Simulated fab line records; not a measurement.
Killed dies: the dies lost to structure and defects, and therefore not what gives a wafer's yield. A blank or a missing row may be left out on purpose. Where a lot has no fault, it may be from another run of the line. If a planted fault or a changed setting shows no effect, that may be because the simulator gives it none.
A lot that was struck, set against a sound lot	flow nand-harc	37 out of 1159 route steps
Sound: wafers L785.1, L785.3, L785.6. Struck: wafer L799.3. (L799.1, L799.5 of the same lot were not struck and are left out.) The cause comes at the end.
At each step with rows: each side's tool, then ch and its chambers, then its first start. Under that, the readings that differ: sound wafers	struck wafers	difference of the means	sigmas: that difference in standard deviations of wafers without a fault.
alike: a reading whose means differ by less than 2 such deviations, as well as words and numbers matching on both sides. not compared: withheld readings; readings where some wafer has no value; bounds like >300 that might hide an equal value; numbers whose values overlap and for which the record gives no deviation.
A row with sigmas, a row that says differs or no value, or rows on one side alone: a step with any of these is where the two part. Non-overlapping numbers with no deviation appear without sigmas and do not part them. A reading missing from all wafers of one side parts the sides only when that side holds two or more wafers.

first, 3 steps without rows for these wafers: NHARC_A_STAIRCASE_ALD_415 (deposits SiO2, target thk 30 nm, pulse time 6 s, ald cycles 300); NHARC_A_STAIRCASE_ETCHBACK_416 (etches the open film in C4F8/O2/Ar, target depth 36 nm, time 7.2 s); NHARC_A_STAIRCASE_STRIP_476 (strips in O2, time 20 s).
NHARC_A_STAIRCASE_DEP_417: deposits Si3N4, target thk 60 nm.
  sound on pecvd-01 ch 0,1,2, day 12 11:14; struck on pecvd-01 ch 2, day 16 01:08
  alike: heater-power-w
then, 7 steps without rows for these wafers: NHARC_A_STAIRCASE_WET_418 (chemistry H3PO4, target depth 20 nm); NHARC_A_STAIRCASE_PRECLEAN_419 (cleans in SC1); NHARC_A_STAIRCASE_SRD_421; NHARC_A_STAIRCASE_ALD_420 (deposits SiO2, target thk 20 nm, pulse time 6 s, ald cycles 200); NHARC_A_STAIRCASE_CVD_552 (deposits SiNx, target thk 40 nm); NHARC_A_STAIRCASE_DEP_151 (deposits SiO2, target thk 3800 nm); NHARC_A_STAIRCASE_ANNEAL_320 (time 1800 s).
NHARC_A_STAIRCASE_DEP_322: deposits SiO2, target thk 3800 nm.
  sound on pecvd-04 ch 0,1,2, day 13 07:01; struck on pecvd-01 ch 0, day 17 00:16
reading	sound	struck	difference	sigmas
heater-power-w (W)	615 563 659	835	+223	+2
  alike: mfc-precursor-sccm
then, 1 step without rows for these wafers: NHARC_A_STAIRCASE_ANNEAL_323 (time 1800 s).
NHARC_A_STAIRCASE_DEP_325: deposits SiO2, target thk 3800 nm.
  sound on pecvd-01 ch 0,2, day 13 14:12; struck on pecvd-03 ch 2, day 17 07:36
  alike: heater-power-w, mfc-precursor-sccm
then, 12 steps without rows for these wafers: NHARC_A_STAIRCASE_ANNEAL_326 (time 1800 s); NHARC_A_STAIRCASE_DEHYDRATE_433 (time 120 s); NHARC_A_STAIRCASE_HMDS_434 (time 30 s); NHARC_A_STAIRCASE_COAT_435; NHARC_A_STAIRCASE_SOFTBAKE_436 (time 170 s); NHARC_A_STAIRCASE_EBR_437; NHARC_A_STAIRCASE_EXPOSE_438 (exposes mask STAIR REV); NHARC_A_STAIRCASE_PEB_439 (peb time 130 s); NHARC_A_STAIRCASE_DEVELOP_440 (time 140 s); NHARC_A_STAIRCASE_HARDBAKE_442 (time 140 s); NHARC_A_STAIRCASE_DESCUM_443 (chemistry O2, time 3 s); NHARC_A_STAIRCASE_ETCH_444 (etches the open film in C4F8/O2, target depth 10200 nm, time 3400 s).
NHARC_A_STAIRCASE_STRIP_446: strips in O2.
  sound on plasma-asher-02 ch 0, day 14 01:26; struck on plasma-asher-01 ch 1, day 17 18:31
  alike: drypump-motor-current-A, heater-power-w, temp-c
  not compared: rf-hours-counter-h
then, 4 steps without rows for these wafers: NHARC_A_STAIRCASE_STRIP_447 (strips in SPM, time 900 s); NHARC_A_STAIRCASE_PRECLEAN_448 (cleans in SC1); NHARC_A_STAIRCASE_SRD_449; NHARC_A_STAIRCASE_CMP_450 (polishes SiO2, target thk 200 nm).
NHARC_A_STAIRCASE_CMP_152: polishes.
  sound on cmp-01 ch 1,2,3, day 14 02:16; struck on cmp-01 ch 1, day 17 19:21
  alike: motor-current-A, retaining-ring-pressure-frac
then, 2 steps without rows for these wafers: NHARC_A_STAIRCASE_SRD_154; NHARC_A_STAIRCASE_ETCH_403 (etches SiO2 in dHF, target depth 108.2 nm).
NHARC_A_STAIRCASE_ETCHBACK_422: etches the open film in CH3F/O2, target depth 40 nm, time 74.286 s.
  sound on rie-diel-01 ch 0,1,3, day 14 02:44; struck on rie-diel-02 ch 3, day 17 19:47
  alike: drypump-motor-current-A, oes-product-au, rf-vpp-V, showerhead-plenum-p-Torr, throttle-valve-pct
  not compared: rf-hours-counter-h
then, 1 step without rows for these wafers: NHARC_A_STAIRCASE_ETCH_423 (etches SiO2 in dHF, target depth 30 nm).
-- the record jumps here: 6 days lie between the struck wafers' starts before and after (it left off in module A_STAIRCASE and takes up again in module END, whose first step shown is number 1159 of the route) --
NHARC_END_SORT_01:
  sound on prober-02 ch 0, day 20 05:11; struck on prober-02 ch 0, day 24 06:01
reading	sound	struck	difference	sigmas
hold	- - -	await-dispo/4.0h/release	no value on the sound wafers	
killed-at-array	34 33 29	667	+635	+58
killed-dies	37 33 37	669	+633	+53
  alike: killed-at-other, killed-at-periphery, killed-open, killed-short

== WHERE THEY PART ==
At NHARC_A_STAIRCASE_DEP_322 first; at NHARC_END_SORT_01 last (within this record only).

WHY: what had been put in by the simulator
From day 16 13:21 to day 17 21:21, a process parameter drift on pecvd-01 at NHARC_A_STAIRCASE_DEP_322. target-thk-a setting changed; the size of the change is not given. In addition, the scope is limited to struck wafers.
